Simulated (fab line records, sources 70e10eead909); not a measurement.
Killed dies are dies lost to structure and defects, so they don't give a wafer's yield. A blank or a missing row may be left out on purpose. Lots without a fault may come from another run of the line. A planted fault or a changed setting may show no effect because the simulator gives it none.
Chamber matching | flow nand_harc | NHARC_A_CHANNEL_FILL_D1_ALD_25 on ald_hk-01: 3 sister chambers
The step deposits SiOx, target thk 60 nm, pulse time 10 s, ald cycles 600. 16 wafers are shown with their chamber, then 7 later ones without.

WAFERS WITH THEIR CHAMBER
wafer  | chamber | heater_power_w (W) | precursor_pulse_height_rel
L078.1 | 1       | 449                | 0.965
L078.4 | 0       | 466                | 0.970
L078.6 | 1       | 469                | 0.945
L080.1 | 2       | 530                | 0.994
L080.2 | 1       | 448                | 0.976
L080.6 | 1       | 448                | 0.994
L083.1 | 0       | 464                | 0.954
L083.5 | 2       | 538                | 1.001
L083.6 | 1       | 456                | 0.989
L085.2 | 1       | 435                | 1.009
L085.4 | 2       | 525                | 1.029
L085.6 | 0       | 471                | 0.986
L088.1 | 1       | 446                | 0.962
L088.4 | 2       | 531                | 0.993
L088.6 | 1       | 440                | 1.031
L090.2 | 1       | 442                | 1.022

SIGNATURES (means of the wafers above)
reading                    | chamber 0 | chamber 1 | chamber 2 | scatter within a chamber
heater_power_w             | 467.00    | 448.11    | 531.00    | 8.28
precursor_pulse_height_rel | 0.97000   | 0.98811   | 1.00425   | 0.0249
Rule: a wafer's distance from a chamber is the root of the sum, over the readings, of the square of ((its reading less the chamber's mean) divided by the reading's scatter). The wafer belongs to the nearest chamber; if the next one is less than 2 further off, it can't be placed. The scatter: the root of (the sum of the squares of (reading less its chamber's mean) over the shown wafers, divided by (wafers less chambers)).

WAFERS WITHOUT THEIR CHAMBER
wafer  | heater_power_w (W) | precursor_pulse_height_rel
L090.4 | 465                | 1.007
L093.1 | 449                | 0.993
L093.2 | 528                | 1.010
L093.5 | 454                | 0.974
L096.1 | 474                | 0.991
L096.3 | 464                | 0.986
L096.5 | 531                | 0.980

WHICH CHAMBER EACH WENT THROUGH
wafer  | from the rows above     | in truth
L090.4 | can't be placed: 0 or 1 | 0
L093.1 | 1                       | 1
L093.2 | 2                       | 2
L093.5 | can't be placed: 1 or 0 | 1
L096.1 | can't be placed: 0 or 1 | 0
L096.3 | can't be placed: 0 or 1 | 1
L096.5 | 2                       | 2
Placed correctly: 3 of 7. Can't be placed from these rows: 4 (the true chamber is among the candidates in 4). Placed wrongly: 0.
